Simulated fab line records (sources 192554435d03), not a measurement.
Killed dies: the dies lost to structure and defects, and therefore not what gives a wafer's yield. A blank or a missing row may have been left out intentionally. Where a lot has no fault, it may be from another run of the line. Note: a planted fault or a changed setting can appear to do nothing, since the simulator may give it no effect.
Chamber matching + flow n5 finfet + N5_BEOL_M1_STRIP_36 on rie diel-02: 4 sister chambers
The step strips in N2/H2. 8 wafers are shown with their chamber, then 12 later ones without.

== WAFERS PAIRED WITH THEIR CHAMBERS ==
| wafer  | chamber | showerhead plenum p Torr (Torr) | drypump motor current A (A) |
|--------|---------|---------------------------------|-----------------------------|
| L085.2 | 3       | 2.69                            | 5.4                         |
| L088.1 | 3       | 2.68                            | 5.4                         |
| L088.4 | 1       | 2.52                            | 4.8                         |
| L088.5 | 1       | 2.52                            | 4.8                         |
| L088.6 | 0       | 2.44                            | 5.8                         |
| L091.3 | 2       | 2.43                            | 5.9                         |
| L091.4 | 0       | 2.44                            | 5.8                         |
| L091.6 | 2       | 2.43                            | 5.8                         |

== WAFERS WITH NO CHAMBER GIVEN ==
| wafer  | showerhead plenum p Torr (Torr) | drypump motor current A (A) |
|--------|---------------------------------|-----------------------------|
| L093.1 | 2.44                            | 5.8                         |
| L093.2 | 2.43                            | 5.8                         |
| L093.3 | 2.68                            | 5.4                         |
| L093.4 | 2.68                            | 5.4                         |
| L093.5 | 2.44                            | 5.8                         |
| L093.6 | 2.43                            | 5.9                         |
| L095.1 | 2.68                            | 5.4                         |
| L095.3 | 2.43                            | 5.9                         |
| L095.6 | 2.43                            | 5.8                         |
| L097.2 | 2.68                            | 5.4                         |
| L097.3 | 2.43                            | 5.8                         |
| L097.6 | 2.68                            | 5.4                         |

== EACH ONE'S CHAMBER ==
| wafer  | from the rows above     | in truth |
|--------|-------------------------|----------|
| L093.1 | 0                       | 0        |
| L093.2 | can't be placed: 2 or 0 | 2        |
| L093.3 | 3                       | 3        |
| L093.4 | 3                       | 3        |
| L093.5 | 0                       | 0        |
| L093.6 | 2                       | 2        |
| L095.1 | 3                       | 3        |
| L095.3 | 2                       | 2        |
| L095.6 | can't be placed: 2 or 0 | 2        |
| L097.2 | 3                       | 3        |
| L097.3 | can't be placed: 2 or 0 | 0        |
| L097.6 | 3                       | 3        |
Correctly placed: 9 of 12. These rows do not allow placing 3 (true chamber among the candidates in 3). Placed wrongly: 0.
How it was worked out, from the rows above alone: a wafer's distance from a chamber is the root of the sum, over the readings, of the square of ((its reading less the chamber's mean) divided by the reading's scatter). If the next closest chamber is less than 2 further off than the closest, the wafer can't be placed; otherwise it belongs to the closest. For every chamber, the mean is computed from those of its wafers that are shown. The scatter: take each reading less its chamber's mean, square it, sum over the shown wafers, divide by the number of wafers less the number of chambers, and take the root.
